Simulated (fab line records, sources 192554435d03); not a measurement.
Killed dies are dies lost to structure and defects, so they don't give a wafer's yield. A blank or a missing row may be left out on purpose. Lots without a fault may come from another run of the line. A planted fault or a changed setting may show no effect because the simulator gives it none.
Chamber matching | flow n5_finfet | N5_BEOL_M9_DESCUM_16 on rie_diel-04: 4 sister chambers
The step chemistry O2, time 7.9 s. 24 wafers are shown with their chamber, then 12 later ones without.

WAFERS WITH THEIR CHAMBER
wafer  | chamber | drypump_motor_current_A (A) | throttle_valve_pct (%) | showerhead_plenum_p_Torr (Torr)
L074.2 | 3       | 5.0                         | 19.7                   | 2.09
L074.4 | 1       | 6.2                         | 20.8                   | 1.99
L074.5 | 3       | 5.0                         | 19.7                   | 2.09
L075.1 | 1       | 6.2                         | 20.8                   | 1.99
L075.3 | 3       | 5.0                         | 19.7                   | 2.09
L075.5 | 2       | 4.9                         | 20.5                   | 2.14
L077.2 | 0       | 5.3                         | 20.2                   | 2.25
L077.3 | 2       | 4.9                         | 20.5                   | 2.14
L077.4 | 1       | 6.2                         | 20.8                   | 1.99
L080.1 | 1       | 6.2                         | 20.8                   | 1.99
L080.2 | 3       | 5.0                         | 19.7                   | 2.09
L080.6 | 3       | 5.0                         | 19.7                   | 2.09
L079.3 | 2       | 4.9                         | 20.5                   | 2.14
L079.4 | 0       | 5.3                         | 20.2                   | 2.25
L079.6 | 3       | 5.0                         | 19.7                   | 2.09
L083.1 | 2       | 4.9                         | 20.5                   | 2.14
L083.2 | 3       | 5.0                         | 19.8                   | 2.09
L083.3 | 0       | 5.2                         | 20.2                   | 2.25
L082.2 | 0       | 5.2                         | 20.2                   | 2.25
L082.5 | 0       | 5.3                         | 20.2                   | 2.25
L082.6 | 2       | 4.9                         | 20.5                   | 2.13
L086.4 | 3       | 5.0                         | 19.7                   | 2.09
L086.5 | 2       | 4.9                         | 20.5                   | 2.13
L086.6 | 1       | 6.2                         | 20.6                   | 2.26

SIGNATURES (means of the wafers above)
reading                  | chamber 0 | chamber 1 | chamber 2 | chamber 3 | scatter within a chamber
drypump_motor_current_A  | 5.260     | 6.200     | 4.900     | 5.000     | 0.0245
throttle_valve_pct       | 20.200    | 20.760    | 20.500    | 19.712    | 0.0451
showerhead_plenum_p_Torr | 2.2500    | 2.0440    | 2.1367    | 2.0900    | 0.0541
Rule: a wafer's distance from a chamber is the root of the sum, over the readings, of the square of ((its reading less the chamber's mean) divided by the reading's scatter). The wafer belongs to the nearest chamber; if the next one is less than 2 further off, it can't be placed. The scatter: the root of (the sum of the squares of (reading less its chamber's mean) over the shown wafers, divided by (wafers less chambers)).

WAFERS WITHOUT THEIR CHAMBER
wafer  | drypump_motor_current_A (A) | throttle_valve_pct (%) | showerhead_plenum_p_Torr (Torr)
L091.1 | 5.0                         | 19.8                   | 2.08
L091.2 | 5.2                         | 20.2                   | 2.24
L091.3 | 6.2                         | 20.6                   | 2.25
L091.4 | 4.9                         | 20.6                   | 2.13
L091.5 | 5.3                         | 20.2                   | 2.24
L091.6 | 6.2                         | 20.6                   | 2.25
L094.2 | 6.2                         | 20.6                   | 2.25
L094.5 | 5.0                         | 19.8                   | 2.08
L094.6 | 4.9                         | 20.5                   | 2.13
L097.1 | 4.9                         | 20.6                   | 2.12
L097.2 | 5.3                         | 20.3                   | 2.24
L097.5 | 4.9                         | 20.6                   | 2.12

WHICH CHAMBER EACH WENT THROUGH
wafer  | from the rows above | in truth
L091.1 | 3                   | 3
L091.2 | 0                   | 0
L091.3 | 1                   | 1
L091.4 | 2                   | 2
L091.5 | 0                   | 0
L091.6 | 1                   | 1
L094.2 | 1                   | 1
L094.5 | 3                   | 3
L094.6 | 2                   | 2
L097.1 | 2                   | 2
L097.2 | 0                   | 0
L097.5 | 2                   | 2
Placed correctly: 12 of 12. Can't be placed from these rows: 0. Placed wrongly: 0.
